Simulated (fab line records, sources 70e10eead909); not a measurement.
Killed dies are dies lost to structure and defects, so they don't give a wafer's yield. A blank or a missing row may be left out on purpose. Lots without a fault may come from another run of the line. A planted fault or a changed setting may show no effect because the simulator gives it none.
A struck lot beside a sound one | flow nand_harc | 15 steps out of a route of 1302
Sound: wafers L383.1, L383.4, L383.6. Struck: wafers L379.1, L379.6. The cause comes at the end.
At each step with rows: each side's tool, then ch and its chambers, then its first start. Under that, the readings that differ: sound wafers | struck wafers | difference of the means | sigmas: that difference in standard deviations of wafers without a fault.
alike: readings whose means differ by less than 2 such deviations, and words and numbers that are the same on both sides. not compared: withheld readings, readings that some wafer has no value for, bounds like >300 that may hide the same value, and numbers for which the record gives no deviation and whose values overlap.
The two part at a step that has a row with sigmas, a row that says differs or no value, or rows on one side only. Numbers that don't overlap but have no deviation are shown without sigmas and don't part them. A reading that every wafer of one side lacks parts them only if that side has two wafers or more.

first, 7 steps without rows for these wafers: NHARC_P_STI_COAT_41 (time 65 s); NHARC_P_STI_COAT_03 (resist thk 600 nm); NHARC_P_STI_SOFTBAKE_04 (time 70 s); NHARC_P_STI_EBR_05; NHARC_P_STI_EXPOSE_06 (exposes mask P STI, target cd 200 nm); NHARC_P_STI_PEB_07 (peb time 80 s); NHARC_P_STI_DEVELOP_08 (time 50 s).
NHARC_P_STI_CD_MEAS_09: target cd 200 nm.
  sound on cd_sem-03 ch 0, day 11 02:56; struck on cd_sem-02 ch 0, day 9 10:22
  alike: cd_nm
NHARC_P_STI_OVL_MEAS_10:
  sound on overlay-01, day 11 03:01; struck on overlay-01, day 9 10:27
  alike: overlay_x_nm, overlay_y_nm
NHARC_P_STI_INSPECT_11:
  sound on defect_inspect-02, day 11 03:03; struck on defect_inspect-01, day 9 10:29
  alike: raw_defect_count
then, 1 step without rows for these wafers: NHARC_P_STI_HARDBAKE_13 (time 65 s).
NHARC_P_STI_DESCUM_14: chemistry O2, time 3 s.
  sound on rie_diel-13 ch 1,2,3, day 11 03:12; struck on rie_diel-05 ch 0,2, day 9 10:38
  alike: drypump_motor_current_A, o2_flow_sccm, oes_product_au, rf_vpp_V, showerhead_plenum_p_Torr, throttle_valve_pct
  not compared: rf_hours_counter_h
NHARC_P_STI_ETCH_42: etches the open film in N2/H2, target depth 80 nm, overetch 24 nm, time 61 s.
  sound on rie_diel-13 ch 0,1, day 11 03:16; struck on rie_diel-05 ch 2,3, day 9 10:43
  reading          | sound             | struck    | difference                    | sigmas
  bias_w (W)       | 150.1 149.6 150.3 | - -       | no value on the struck wafers |
  run_length_s (s) | 82.8 82.6 82.7    | 66.1 66.5 | -16.4                         | -32
  alike: drypump_motor_current_A, oes_product_au, rf_vpp_V, showerhead_plenum_p_Torr, throttle_valve_pct
  not compared: rf_hours_counter_h
NHARC_P_STI_ETCH_31: etches the open film in CF4/CHF3, target depth 108.9 nm, time 54.5 s.
  sound on rie_diel-13 ch 0,1,2; struck on rie_diel-05 ch 0,1
  reading          | sound          | struck    | difference | sigmas
  run_length_s (s) | 76.2 76.5 75.9 | 75.4 74.8 | -1.1       | -2
  alike: bias_w, chf3_flow_sccm, drypump_motor_current_A, oes_product_au, rf_vpp_V, showerhead_plenum_p_Torr, throttle_valve_pct
  not compared: rf_hours_counter_h
then, 1 step without rows for these wafers: NHARC_END_SORT_01.

WHERE THEY PART
First at NHARC_P_STI_ETCH_42; last, within this record, at NHARC_P_STI_ETCH_31.

WHY: what the simulator had put in
Process parameter drift: rie_diel-05, from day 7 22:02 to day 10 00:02, at NHARC_P_STI_ETCH_42. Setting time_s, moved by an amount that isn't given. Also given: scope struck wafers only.
